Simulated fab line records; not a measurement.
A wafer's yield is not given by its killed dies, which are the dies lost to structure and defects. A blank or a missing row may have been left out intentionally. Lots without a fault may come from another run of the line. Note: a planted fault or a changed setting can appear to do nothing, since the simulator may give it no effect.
8D (eight disciplines) problem report, filled in by code	flow n5 finfet	the parts of the form that need people (team, actions taken, sign-off) are left out

1. PROBLEM STATEMENT
A mean of 126 is read at N5_PASSIVATION_PROBE_49 for killed at contacts, taken on 1 wafer of 1 lot, against 13 (standard deviation 6.4) on wafers free of any fault. Relative to the usual mean, that is a shift of +18 standard deviations.
Seen first at day 13 23:29 on prober-01, wafer L467.3. The record has a number at this step for 9 wafers belonging to 3 lots. Rule for "out", or "out of limits": more than 4 standard deviations from the usual mean. Any other wafer with a number is counted as sound.

2. WHAT IT IS, AND WHAT IT ISN'T
question	is	is not
which readings at this step	killed at contacts, defect limited yield, killed dies, killed on rim, sort_bin_5_function, sort n pass, sort yield pct	killed_at_M0_to_M3, killed_at_M4_up, killed at front end, killed at other, killed open, killed short, sort_bin_6_memory
which lots	L467	L480, L483
which wafers of those lots	L467.3	L467.1, L467.5
read on which tools	prober-01	-
when	from day 13 23:29	up to then (1 sound wafer); but 7 sound wafers of L467, L480, L483 came after

3. WHAT RULES OUT EACH SUSPECT
Counting: a tool at a process step up to the reading stays a suspect if it ran every lot that is out. Sound lots after the first of them don't rule it out here, since some wafers of a struck lot are sound.
- wet bench-04 at N5_MOL_CONTACT_COAG_WET_ETCH_26 (target Co, target depth 13 nm): kept. It ran the lot that is out, L467 (day 6 02:52).
- pvd sputter-03 at N5_PASSIVATION_SPUTTER_20 (material TaN, target thk 50 nm): kept. It ran the lot that is out, L467 (day 13 17:24).
- rie metal-01 at N5_PASSIVATION_AL_ETCH_33 (etches Al in Cl2/BCl3, stops on TaN, target depth 2800 nm, time 466.7 s): kept. It ran the lot that is out, L467 (day 13 18:09).
- rie diel-06 at N5_PASSIVATION_PASS_ETCH_47 (etches SiNx in CF4/O2, target depth 770 nm, time 385 s): kept. It ran the lot that is out, L467 (day 13 20:20).
- prober-01 at N5_PASSIVATION_PROBE_49: kept. It ran the lot that is out, L467 (day 13 23:23). Out on those wafers are its own readings of defect limited yield, killed at contacts, killed dies, killed on rim, sort_bin_5_function, sort n pass, sort yield pct.
- Within rie metal-01 at N5_PASSIVATION_AL_ETCH_33, the wafers that are out were processed in chamber 1 and their sound lot-mates in chamber 0.
- At N5_PASSIVATION_PASS_ETCH_47, inside rie diel-06: chamber 3 took the wafers that are out, while their sound lot-mates went through chambers 0, 1.
Left after counting: wet bench-04 at N5_MOL_CONTACT_COAG_WET_ETCH_26, pvd sputter-03 at N5_PASSIVATION_SPUTTER_20, rie metal-01 at N5_PASSIVATION_AL_ETCH_33, rie diel-06 at N5_PASSIVATION_PASS_ETCH_47, prober-01 at N5_PASSIVATION_PROBE_49.

4. THE CAUSE (what the simulator had put in)
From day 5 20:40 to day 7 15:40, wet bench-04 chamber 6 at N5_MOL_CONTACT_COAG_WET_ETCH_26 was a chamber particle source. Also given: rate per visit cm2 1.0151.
This tool is one of the 5 suspects left after counting.

5. THE EFFECT CHAIN, in route order
Each row: a reading where the mean over the struck wafers with a number is more than 3 standard deviations away from the usual. Only readings for which the record gives a usual standard deviation are gone through. hours: the time from each lot's start at the first step in this table that gives one to its start at this step, as a median over the lots. sigmas: the change in usual standard deviations.
hours	step	reading	usual	on struck wafers	change	sigmas
0	N5_PASSIVATION_PROBE_49	defect limited yield	91.2 %	83.1	-8.1	-5.8
0	N5_PASSIVATION_PROBE_49	killed at contacts	13	126	+113	+18
0	N5_PASSIVATION_PROBE_49	killed dies	103	199	+96	+6.0
0	N5_PASSIVATION_PROBE_49	killed on rim	13	27	+14	+4.1
0	N5_PASSIVATION_PROBE_49	sort_bin_5_function	5.1 %	9.7	+4.6	+5.1
0	N5_PASSIVATION_PROBE_49	sort n pass	1077	981	-96	-6.0
0	N5_PASSIVATION_PROBE_49	sort yield pct	91.2 %	83.1	-8.1	-5.8
Its process steps:
- N5_PASSIVATION_PROBE_49

6. HOW IT WOULD HAVE BEEN CAUGHT EARLIER
First out-of-limits reading in this record: day 13 23:29, which is 195 hours after fault onset at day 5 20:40.
By day 13 23:29 the whole set of lots that are out, 1 in number, had already begun N5_MOL_CONTACT_COAG_WET_ETCH_26 on wet bench-04. Had the tool been put on hold then, not one of them would have been saved.
